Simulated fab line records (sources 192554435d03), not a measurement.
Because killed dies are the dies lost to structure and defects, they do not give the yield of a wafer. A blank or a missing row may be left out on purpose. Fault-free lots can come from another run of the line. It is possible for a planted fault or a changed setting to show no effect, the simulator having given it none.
Matching of chambers -- flow n5 finfet -- N5_WELL_APT_DESCUM_30 on rie diel-06 has 4 sister chambers
The step chemistry O2, time 7.9 s. 14 wafers are shown with their chamber, then 7 later ones without.

== WAFERS PAIRED WITH THEIR CHAMBERS ==
wafer,chamber,throttle valve pct (%),showerhead plenum p Torr (Torr),oes product au (a.u.)
L910.1,3,20.57,2.14,0.89
L910.3,2,20.17,2.11,0.84
L910.5,0,20.80,2.10,0.74
L912.2,1,20.56,2.19,0.71
L912.5,3,20.56,2.14,0.87
L912.6,2,20.19,2.11,0.82
L915.3,3,20.57,2.14,0.88
L915.4,0,20.83,2.10,0.73
L915.6,1,20.56,2.18,0.72
L917.2,3,20.59,2.13,0.86
L917.3,2,20.18,2.10,0.82
L917.5,0,20.83,2.10,0.72
L920.1,1,20.59,2.18,0.71
L920.5,3,20.60,2.13,0.86

SIGNATURES (averages over the wafers above)
reading,chamber 0,chamber 1,chamber 2,chamber 3,scatter within a chamber
throttle valve pct,20.8200,20.5700,20.1800,20.5780,0.0157
showerhead plenum p Torr,2.1000,2.1833,2.1067,2.1360,0.00503
oes product au,0.7300,0.7133,0.8267,0.8720,0.011
Rule: a wafer's distance from a chamber is the root of the sum, over the readings, of the square of ((its reading less the chamber's mean) divided by the reading's scatter). The wafer belongs to the nearest chamber; if the next one is less than 2 further off, it can't be placed. How the scatter is found: for the shown wafers, subtract from each reading the mean of its chamber, square and add these, divide the total by (wafers less chambers), then take the root.

== WAFERS MISSING THEIR CHAMBER ==
wafer,throttle valve pct (%),showerhead plenum p Torr (Torr),oes product au (a.u.)
L920.6,20.20,2.10,0.81
L922.1,20.87,2.09,0.72
L922.2,20.59,2.13,0.86
L922.6,20.21,2.10,0.81
L928.1,20.62,2.13,0.83
L928.3,20.88,2.09,0.71
L928.5,20.85,2.09,0.71

== WHICH CHAMBER EACH ONE RAN IN ==
wafer,from the rows above,in truth
L920.6,2,2
L922.1,0,0
L922.2,3,3
L922.6,2,2
L928.1,3,3
L928.3,0,0
L928.5,0,0
Placed correctly: 7 of 7. Can't be placed from these rows: 0. Wrongly placed: 0.
